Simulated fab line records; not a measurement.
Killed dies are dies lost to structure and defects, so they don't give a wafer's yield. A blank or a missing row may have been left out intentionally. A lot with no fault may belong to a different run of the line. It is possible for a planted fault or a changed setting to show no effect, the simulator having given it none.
fab line records	flow nand-harc
[record] lots = 13	wafers = 37	last-day = 25
route steps=1159 shown A_ZERO_WELL@401 A_ONON_D1@426 END@1159
lots that met no fault: taken from a fault-free run of the same line
start-h: hours from the record's first day to the start of the lot's first wafer shown	wait-h: hours elapsed since this lot's preceding step	" the same as in the row above	L1.1+2: a row that stands for several wafers	- no value, or no start was given	* or withheld: withheld	< > ~ a bound
route shown NAME@n: names a module that has steps shown in the file, with the first one's number in the route	usual: mean/standard deviation taken from wafers without a fault	same: alike in all rows	chamber/n: place in a boat	sites: the reading at each site	_std_site: their standard deviation	_edge_site: inner sites' mean taken away from outer sites' mean	radius-mm: how far each site lies from the wafer's centre	mask NAME#n: copy n	behind: the tool/chamber that last shaped the wafer	hold: reason for holding the lot/hours on hold/outcome of the hold	device: which transistor (n, p or np) failed to switch	end of line: the same wafers' tests at the end of the route	a step given without rows: its recipe and nothing more	killed: dies that structure and defects cost at the first sort, which is not the same as the wafer's yield	map: the dies of a wafer, with x for killed, . for not killed, _ for no die there
set.NAME: the setting as run; set.NAME@STEP: as run at that earlier step	model.NAME: the simulator's own value behind a step, which no gauge read
one table for each step of the route and one row for each wafer, over a sample of lots
services: a tool's chamber out of use, with start hour (start-h, from the record's first day; less than 0 if before it), hours out, and reason
[[steps]]
[step NHARC_A_ZERO_WELL_CD_MEAS_10]
[recipe] target-cd-nm = 2000	landing-energy-ev = 500
[usual] cd-nm = 2000.5/1.7
lot.wafer	tool	chamber	start-h	wait-h	cd-nm
L744.3	cd-sem-02	0	136.35	-	1999.5
L744.4	"	0	"	"	2001.8
L744.5	"	0	"	"	2002.4
L745.1	cd-sem-02	0	147.55	-	2000.3
L745.4	"	0	"	"	2002.5
L745.5	"	0	"	"	2000.2
L749.1	cd-sem-03	0	159.54	-	1999.6
L749.2	"	0	"	"	2001.5
L749.5	"	0	"	"	2001.2
L748.3	cd-sem-02	0	160.85	-	1999.0
L748.4	"	0	"	"	2001.9
L748.6	"	0	"	"	1999.7
L750.3	cd-sem-03	0	167.58	-	2000.9
L750.4	"	0	"	"	1998.1
L750.5	"	0	"	"	2001.2
L751.4	cd-sem-01	0	168.08	-	2001.3
L751.5	"	0	"	"	2002.3
L751.6	"	0	"	"	1999.8
L753.2	cd-sem-03	0	182.31	-	2000.3
L753.3	"	0	"	"	1999.3
L753.5	"	0	"	"	1999.0
L754.1	cd-sem-01	0	196.97	-	1999.1
L754.4	"	0	"	"	2000.6
L754.5	"	0	"	"	2000.3
L758.2	cd-sem-02	0	218.07	-	2002.7
L758.5	"	0	"	"	2003.5
L759.1	cd-sem-02	0	222.98	-	2000.5
L759.5	"	0	"	"	1997.3
L764.2	cd-sem-03	0	244.93	-	2002.0
L764.3	"	0	"	"	2002.8
L764.4	"	0	"	"	2000.1
L767.1	cd-sem-02	0	265.82	-	1998.5
L767.4	"	0	"	"	2001.9
L767.6	"	0	"	"	2001.6
L766.1	cd-sem-03	0	270.65	-	2002.8
L766.3	"	0	"	"	1995.3
L766.5	"	0	"	"	2000.3
[step NHARC_A_ZERO_WELL_ETCH_19]
[recipe] target-depth-a = 800	overetch-a = 240	time-s = 87.88	ion-energy-ev = 200	n2-flow-sccm = 150	h2-flow-sccm = 150	ar-flow-sccm = 0	rf-w = 400	bias-w = 150	chemistry = N2/H2
[usual] drypump-motor-current-A = 5.7/0.49	h2-flow-sccm = 150.0/0.46	n2-flow-sccm = 150.1/0.45	oes-product-au = 1.000/0.0093	rf-vpp-V = 430.7/2.7	showerhead-plenum-p-Torr = 2.05/0.093	throttle-valve-pct = 14.172/0.0078
lot.wafer	tool	chamber	start-h	wait-h	drypump-motor-current-A	h2-flow-sccm	n2-flow-sccm	oes-product-au	rf-hours-counter-h	rf-vpp-V	showerhead-plenum-p-Torr	throttle-valve-pct
L744.3	rie-diel-10	3	136.62	0.1	5.4	150.6	150.2	1.012	8	428.1	1.93	14.186
L744.5	"	0	"	"	6.6	149.6	149.6	0.997	-	433.4	2.16	14.172
L744.4	"	3	"	"	5.4	149.8	149.6	0.999	-	427.4	1.93	14.169
L745.1	rie-diel-06	2	147.79	0.1	6.2	149.8	150.2	0.999	9	432.2	2.15	14.169
L745.4	"	3	"	"	6.5	150.2	150.1	0.989	8	427.1	1.92	14.177
L745.5	"	3	"	"	6.5	150.0	149.9	0.985	-	427.0	1.92	14.157
L749.2	rie-diel-10	0	159.81	0.1	6.6	150.1	149.8	1.011	9	432.4	2.16	14.181
L749.1	"	1	"	"	5.2	150.8	150.9	1.014	10	427.4	1.96	14.164
L749.5	"	1	"	"	5.2	150.8	150.1	1.009	-	428.4	1.96	14.178
L748.3	rie-diel-13	1	161.09	0.1	5.9	149.4	150.5	1.012	4	430.1	2.04	14.178
L748.4	"	2	"	"	4.9	149.6	150.1	0.985	4	427.1	1.96	14.186
L748.6	"	1	"	"	5.9	149.8	150.4	1.007	-	429.8	2.04	14.180
L750.3	rie-diel-10	1	167.83	0.1	5.2	150.1	150.1	0.995	10	427.9	1.96	14.169
L750.4	"	3	"	"	5.4	150.4	149.6	1.003	11	428.4	1.93	14.180
L750.5	"	1	"	"	5.2	150.0	150.5	0.997	-	429.3	1.96	14.183
L751.4	rie-diel-06	3	168.31	0.1	6.4	150.2	150.9	0.990	10	425.7	1.92	14.172
L751.5	"	3	"	"	6.5	150.0	150.5	0.987	-	425.6	1.92	14.174
L751.6	"	0	"	"	5.7	149.7	149.6	0.984	-	431.8	2.04	14.170
L753.3	rie-diel-13	0	182.56	0.1	5.7	150.1	149.3	1.012	5	433.4	2.12	14.164
L753.2	"	2	"	"	4.9	149.9	150.5	0.982	7	428.1	1.96	14.178
L753.5	"	3	"	"	5.8	150.2	149.5	1.006	-	430.7	2.09	14.169
L754.1	rie-diel-10	1	197.22	0.1	5.2	150.0	150.4	1.005	1	429.3	1.96	14.167
L754.4	"	2	"	"	5.7	150.1	150.0	1.002	1	433.8	2.14	14.181
L754.5	"	1	"	"	5.2	149.8	149.4	1.000	-	427.2	1.96	14.167
L758.2	rie-diel-10	0	218.36	0.1	6.6	150.5	150.7	1.000	2	433.7	2.16	14.182
L758.5	"	3	"	"	5.4	150.1	149.4	1.007	-	426.7	1.93	14.176
L759.1	rie-diel-13	3	223.24	0.1	5.8	149.0	150.4	1.012	8	431.8	2.09	14.172
L759.5	"	1	"	"	5.9	150.8	149.8	0.998	-	431.2	2.04	14.171
L764.2	rie-diel-10	3	245.18	0.1	5.4	150.0	151.4	0.988	4	427.9	1.93	14.178
L764.3	"	2	"	"	5.7	150.3	150.2	0.995	5	433.1	2.14	14.173
L764.4	"	2	"	"	5.7	149.6	149.7	0.991	-	431.9	2.14	14.178
L767.1	rie-diel-06	3	266.06	0.1	6.5	150.8	150.8	1.000	0	428.0	1.91	14.167
L767.4	"	1	"	"	5.6	150.2	150.1	1.000	1	434.9	2.17	14.185
L767.6	"	0	"	"	5.7	150.4	149.7	0.986	-	430.6	2.04	14.180
L766.3	rie-diel-13	0	270.89	0.1	5.7	149.4	150.6	1.012	11	434.4	2.12	14.186
L766.1	"	1	"	"	5.9	150.3	150.3	1.005	9	429.8	2.04	14.166
L766.5	"	0	"	"	5.7	150.2	150.4	1.002	-	432.9	2.12	14.170
[step NHARC_A_ONON_D1_DEP_03]
[recipe] target-thk-a = 10000	n2-flow-sccm = 2750	n2o-flow-sccm = 2000	nh3-flow-sccm = 500	sih4-flow-sccm = 210	temp-c = 400
[usual] n2-flow-sccm = 2752/7.5	sih4-flow-sccm = 210.0/0.6
lot.wafer	tool	chamber	start-h	wait-h	n2-flow-sccm	sih4-flow-sccm
L744.3	pecvd-onon-04	0	161.14	0.2	2741	209.6
L744.4	"	0	"	"	2743	210.9
L744.5	"	0	"	"	2751	209.7
L745.1	pecvd-onon-03	0	171.30	0.1	2767	209.6
L745.4	"	0	"	"	2759	209.9
L745.5	"	0	"	"	2762	209.6
L749.1	pecvd-onon-04	0	182.63	0.1	2746	210.8
L749.2	"	0	"	"	2750	210.5
L749.5	"	0	"	"	2746	210.1
L748.3	pecvd-onon-02	0	182.88	0.3	2755	209.7
L748.4	"	0	"	"	2756	209.6
L748.6	"	0	"	"	2755	208.3
L750.3	pecvd-onon-02	0	190.69	0.2	2751	210.0
L750.4	"	0	"	"	2761	210.6
L750.5	"	0	"	"	2754	210.6
L751.4	pecvd-onon-03	0	190.75	0.2	2732	209.9
L751.5	"	0	"	"	2754	209.9
L751.6	"	0	"	"	2736	209.6
L753.2	pecvd-onon-02	0	205.80	0.1	2749	209.4
L753.3	"	0	"	"	2752	209.8
L753.5	"	0	"	"	2763	210.1
L754.1	pecvd-onon-03	0	224.37	0.1	2754	211.4
L754.4	"	0	"	"	2760	209.5
L754.5	"	0	"	"	2756	210.4
L758.2	pecvd-onon-03	0	241.01	0.1	2748	209.8
L758.5	"	0	"	"	2754	209.7
L759.1	pecvd-onon-03	0	246.13	0.1	2761	210.5
L759.5	"	0	"	"	2752	210.2
L764.2	pecvd-onon-04	0	265.99	0.1	2744	210.2
L764.3	"	0	"	"	2743	210.2
L764.4	"	0	"	"	2755	210.7
L767.1	pecvd-onon-04	0	288.30	0.1	2746	211.0
L767.4	"	0	"	"	2736	211.1
L767.6	"	0	"	"	2754	210.3
L766.1	pecvd-onon-04	0	295.62	0.1	2756	210.1
L766.3	"	0	"	"	2755	209.4
L766.5	"	0	"	"	2745	209.8
[step NHARC_A_ONON_D1_THK_MEAS_05]
[recipe] thk-meas-gauge = ellipsometry
[usual] thk-nm = 999/7.9
lot.wafer	tool	chamber	start-h	wait-h	thk-nm
L744.3	film-metro-02	-	161.54	-	991
L744.4	"	-	"	"	989
L744.5	"	-	"	"	988
L745.1	film-metro-02	-	171.81	-	998
L745.4	"	-	"	"	998
L745.5	"	-	"	"	999
L749.1	film-metro-02	-	183.14	-	987
L749.2	"	-	"	"	987
L749.5	"	-	"	"	988
L748.3	film-metro-02	-	183.27	-	1001
L748.4	"	-	"	"	1002
L748.6	"	-	"	"	999
L750.3	film-metro-02	-	191.09	-	995
L750.4	"	-	"	"	996
L750.5	"	-	"	"	996
L751.4	film-metro-02	-	191.09	-	1006
L751.5	"	-	"	"	1006
L751.6	"	-	"	"	1005
L753.2	film-metro-02	-	206.26	-	991
L753.3	"	-	"	"	989
L753.5	"	-	"	"	991
L754.1	film-metro-02	-	224.87	-	1005
L754.4	"	-	"	"	1003
L754.5	"	-	"	"	1004
L758.2	film-metro-01	-	241.47	-	1548
L758.5	"	-	"	"	1015
L759.1	film-metro-01	-	246.64	-	1530
L759.5	"	-	"	"	999
L764.2	film-metro-01	-	266.44	-	989
L764.3	"	-	"	"	990
L764.4	"	-	"	"	988
L767.1	film-metro-01	-	288.82	-	992
L767.4	"	-	"	"	991
L767.6	"	-	"	"	992
L766.1	film-metro-01	-	296.13	-	1004
L766.3	"	-	"	"	1004
L766.5	"	-	"	"	1004
[step NHARC_END_SORT_01]
[recipe] temp-c = 25
[usual] killed-at-array = 27/11	killed-at-other = 0.7/1.1	killed-at-periphery = 3.4/2.1	killed-dies = 31/12	killed-open = 3.6/2	killed-short = 2.0/1.3
[same] gross-dies = 677
lot.wafer	tool	chamber	start-h	wait-h	killed-at-array	killed-at-other	killed-at-periphery	killed-dies	killed-open	killed-short
L744.3	prober-02	0	436.89	3.1	16	1	3	20	4	2
L744.4	prober-02	0	437.69	3.4	13	0	2	15	2	4
L744.5	prober-02	0	438.50	3.7	14	0	7	21	6	2
L745.1	prober-02	0	450.76	2.5	21	0	5	26	0	3
L745.4	prober-02	0	453.15	3.4	36	0	3	39	3	3
L745.5	prober-02	0	453.94	3.7	38	0	6	44	6	2
L758.2	prober-02	0	506.88	2.8	671	3	3	677	2	3
L758.5	prober-02	0	509.23	3.6	25	2	1	28	3	1
L759.1	prober-01	0	532.62	2.5	672	0	5	677	3	2
L759.5	prober-01	0	535.82	3.7	26	1	7	34	4	2
// killed by level:class
L744.3 A_CHANNEL_HOLE_D1:chamber-film-flake=4 A_STAIRCASE:chamber-film-flake=3 A_SLIT:chamber-film-flake=3 A_CHANNEL_FILL_D1:geometric-particle:open=2 A_CHANNEL_FILL_D1:chamber-film-flake=2 P_GATE:geometric-particle:short=1 P_M0:geometric-particle:open=1 A_CHANNEL_FILL_D1:geometric-particle:short=1
L744.4 A_SLIT:chamber-film-flake=3 A_ONON_D1:geometric-particle:short=2 A_STAIRCASE:chamber-film-flake=2 A_CONTACT:chamber-film-flake=2 P_M0:geometric-particle:open=1 A_WL_FILL:geometric-particle:short=1 A_M0:geometric-particle:short=1 A_M0:geometric-particle:open=1
L744.5 A_STAIRCASE:chamber-film-flake=4 P_CONTACT:geometric-particle:open=2 P_M0:geometric-particle:open=2 P_BONDPAD:chamber-film-flake=2 A_SLIT:chamber-film-flake=2 A_ONON_D1:geometric-particle:short=1 A_ONON_D1:geometric-particle:open=1 A_CHANNEL_FILL_D1:geometric-particle:short=1
L745.1 A_CHANNEL_HOLE_D1:chamber-film-flake=10 P_M1:chamber-film-flake=3 A_SLIT:chamber-film-flake=3 A_STAIRCASE:chamber-film-flake=3 P_STI:chamber-film-flake=2 A_ZERO_WELL:chamber-film-flake=2 A_CHANNEL_HOLE_D1:geometric-particle:short=1 A_CHANNEL_FILL_D1:geometric-particle:short=1
L745.4 A_CHANNEL_HOLE_D1:chamber-film-flake=11 A_SLIT:chamber-film-flake=11 A_CONTACT:chamber-film-flake=4 P_M1:chamber-film-flake=2 A_STAIRCASE:chamber-film-flake=2 A_ONON_D1:geometric-particle:short=1 A_CHANNEL_FILL_D1:geometric-particle:open=1 A_CHANNEL_FILL_D1:geometric-particle:short=1
L745.5 A_CHANNEL_HOLE_D1:chamber-film-flake=15 A_SLIT:chamber-film-flake=13 P_M1:chamber-film-flake=3 P_M1:geometric-particle:open=2 A_ONON_D1:geometric-particle:short=2 A_STAIRCASE:chamber-film-flake=2 A_CONTACT:chamber-film-flake=2 A_CHANNEL_FILL_D1:geometric-particle:open=1
L758.2 A_ONON_D1:area-dep=659 A_SLIT:chamber-film-flake=3 A_CONTACT:chamber-film-flake=3 THIN_TSV:chamber-film-flake=3 A_CHANNEL_HOLE_D1:chamber-film-flake=2 A_STAIRCASE:chamber-film-flake=2 P_STI:geometric-particle:open=1 P_GATE:geometric-particle:open=1
L758.5 A_SLIT:chamber-film-flake=11 A_CHANNEL_HOLE_D1:chamber-film-flake=4 A_CONTACT:geometric-particle:open=2 THIN_TSV:chamber-film-flake=2 A_WL_FILL:chamber-film-flake=2 A_WL_FILL:geometric-particle:open=1 A_CONTACT:geometric-particle:short=1 P_M1:chamber-film-flake=1
L759.1 A_ONON_D1:area-dep=650 A_SLIT:chamber-film-flake=12 A_CHANNEL_HOLE_D1:chamber-film-flake=2 A_STAIRCASE:chamber-film-flake=2 A_CONTACT:chamber-film-flake=2 P_M0:geometric-particle:open=1 A_ONON_D1:geometric-particle:short=1 A_CHANNEL_FILL_D1:geometric-particle:short=1
L759.5 A_SLIT:chamber-film-flake=11 A_CHANNEL_HOLE_D1:chamber-film-flake=7 P_STI:chamber-film-flake=2 P_GATE:chamber-film-flake=2 A_STAIRCASE:chamber-film-flake=2 A_CONTACT:chamber-film-flake=2 P_GATE:geometric-particle:open=1 P_CONTACT:geometric-particle:open=1
[[services]]
tool	chamber	start-h	hours	kind
rie-diel-13	0	125.01	3.0	repair
rie-diel-10	2	130.99	34.8	repair
rie-diel-10	0	131.05	-	clean
rie-diel-10	1	131.05	-	clean
rie-diel-10	3	131.05	-	clean
rie-diel-13	3	133.70	11.5	repair
rie-diel-13	1	148.44	9.1	repair
pecvd-onon-03	-	153.00	13.0	pm
rie-diel-10	0	155.55	-	clean
rie-diel-10	1	155.55	-	clean
rie-diel-10	3	155.55	-	clean
rie-diel-13	0	167.89	5.2	repair
rie-diel-13	1	170.89	24.5	repair
rie-diel-10	-	176.50	9.0	pm
rie-diel-10	0	176.50	9.0	vent-cycle
rie-diel-06	0	179.01	1.9	repair
rie-diel-10	0	234.56	13.4	repair
pecvd-onon-04	-	237.67	13.0	pm
rie-diel-10	3	238.47	3.1	repair
rie-diel-06	-	241.20	9.0	pm
pecvd-onon-04	-	270.50	3.1	repair
rie-diel-06	0	274.02	1.6	repair
rie-diel-13	-	276.00	9.0	pm
pecvd-onon-02	-	292.00	13.0	pm
[[key]]
[first-sign] step = NHARC_A_ONON_D1_THK_MEAS_05	reading = thk-nm	direction = up	sigmas = 69	usual = 999	struck = 1539
[effect] step = NHARC_END_SORT_01	reading = killed-at-array	direction = up	sigmas = 57	usual = 27	struck = 672
[more-kills-born-at] NHARC_A_ONON_D1_DEP_03@pecvd-onon-03 = 1309
met-at NHARC_A_ONON_D1_DEP_03
struck-lots L758,L759
struck-wafers L758.2,L759.1
later-rows-left-out L758.2,L759.1
tester-left-out L758,L759
not-acting-at NHARC_A_ZERO_WELL_CD_MEAS_10,NHARC_A_ZERO_WELL_ETCH_19
onset-between 224.37 241.01
[fault] kind = process-parameter-drift	tool = pecvd-onon-03	chamber = -	onset-h = 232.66	steps = NHARC_A_ONON_D1_DEP_03	channel = target-thk-a	offset = *	shape = step	end-h = 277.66	scope = struck-wafers-only	acts-in = *	stated = *
// tester-left-out: of these lots the tester's yield and bins aren't shown, on N5 and GAA mostly nor the transistor test; their killed dies are dies lost to structure and defects alone, not to doping, threshold or leakage, so they don't give the yield
// later-rows-left-out: the simulator's readings of these wafers behind a module that went badly wrong aren't trusted and aren't shown, but for the sort
